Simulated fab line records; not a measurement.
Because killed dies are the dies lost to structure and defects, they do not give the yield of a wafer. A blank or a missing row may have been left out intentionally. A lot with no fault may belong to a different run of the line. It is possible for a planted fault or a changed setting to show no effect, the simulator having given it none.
8D (eight disciplines) problem report, filled in by code ; flow nandHarc ; the parts of the form that need people (team, actions taken, sign-off) are left out

## 1. THE PROBLEM
At NHARC_P_M1_ETCH_28, runLengthS averages 74.7 s over 9 wafers from 3 lots, while fault-free wafers read 94.3 s, standard deviation 0.54. That is -36 standard deviations from the usual mean.
The step: etches the open film in CF4/N2, target depth 30 nm, time 72.99 s.
Earliest sighting: wafer L101.2 on rieDiel-04 at day 11 11:28. Wafers with a number at this step in the record: 36, from 12 lots. Rule for "out", or "out of limits": more than 4 standard deviations from the usual mean. All remaining wafers that have a number are taken as sound.

## 2. WHAT IT IS AND WHAT IT IS NOT
question;is;is not
which readings at this step;runLengthS;drypumpMotorCurrentA, rfVppV, showerheadPlenumPTorr, throttleValvePct
which lots;L101, L103, L104;L102, L105, L106, L109, L988, L989, L992, L994, L997
which wafers of those lots;all that have a number;-
read on which tools;rieDiel-04;rieDiel-07, rieDiel-13
when;from day 11 11:28;"up to then (15 sound wafers); but 12 sound wafers of L102, L105, L106, L109 came after"

## 3. WHAT RULES OUT EACH SUSPECT
Counting: a tool at a process step up to the reading stays a suspect if it ran every lot that is out and no sound lot after the first of them.
- rieDiel-04 at NHARC_P_M1_ETCH_28 (etches the open film in CF4/N2, target depth 30 nm, time 72.99 s): kept. All lots that are out passed through it, beginning with L101 at day 11 11:28, and no sound lot followed; its final sound lot before that point was L997 at day 9 21:01. On those wafers its own readings are out: runLengthS.
After counting, what remains is rieDiel-04 at NHARC_P_M1_ETCH_28.

## 4. THE CAUSE (what the simulator had put in)
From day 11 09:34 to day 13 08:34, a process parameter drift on rieDiel-04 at NHARC_P_M1_ETCH_28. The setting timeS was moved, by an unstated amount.
Only this tool survived the counting.

## 5. SEQUENCE OF EFFECTS, ordered by route
Each row: a reading where the mean over the struck wafers with a number is more than 3 standard deviations away from the usual. Only readings whose record carries a usual standard deviation are examined. hours: median over the lots of the time between each lot's start at the first step of this table that gives one and its start at this step. sigmas: the change, counted in usual standard deviations.
hours;step;reading;usual;on struck wafers;change;sigmas
0;NHARC_P_M1_ETCH_28;runLengthS;94.3 s;74.7;-19.6;-36
Here are the process steps it includes:
- NHARC_P_M1_ETCH_28: etches the open film in CF4/N2, target depth 30 nm, time 72.99 s.
Later measuring or inspecting steps at which every struck wafer that the step has a row for has a number for every such reading, and none has moved that far: NHARC_END_SORT_01.

## 6. WHAT WOULD HAVE CAUGHT IT SOONER
In this record the first reading out of limits was taken at day 11 11:28, 2 hours after the fault began at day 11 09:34.
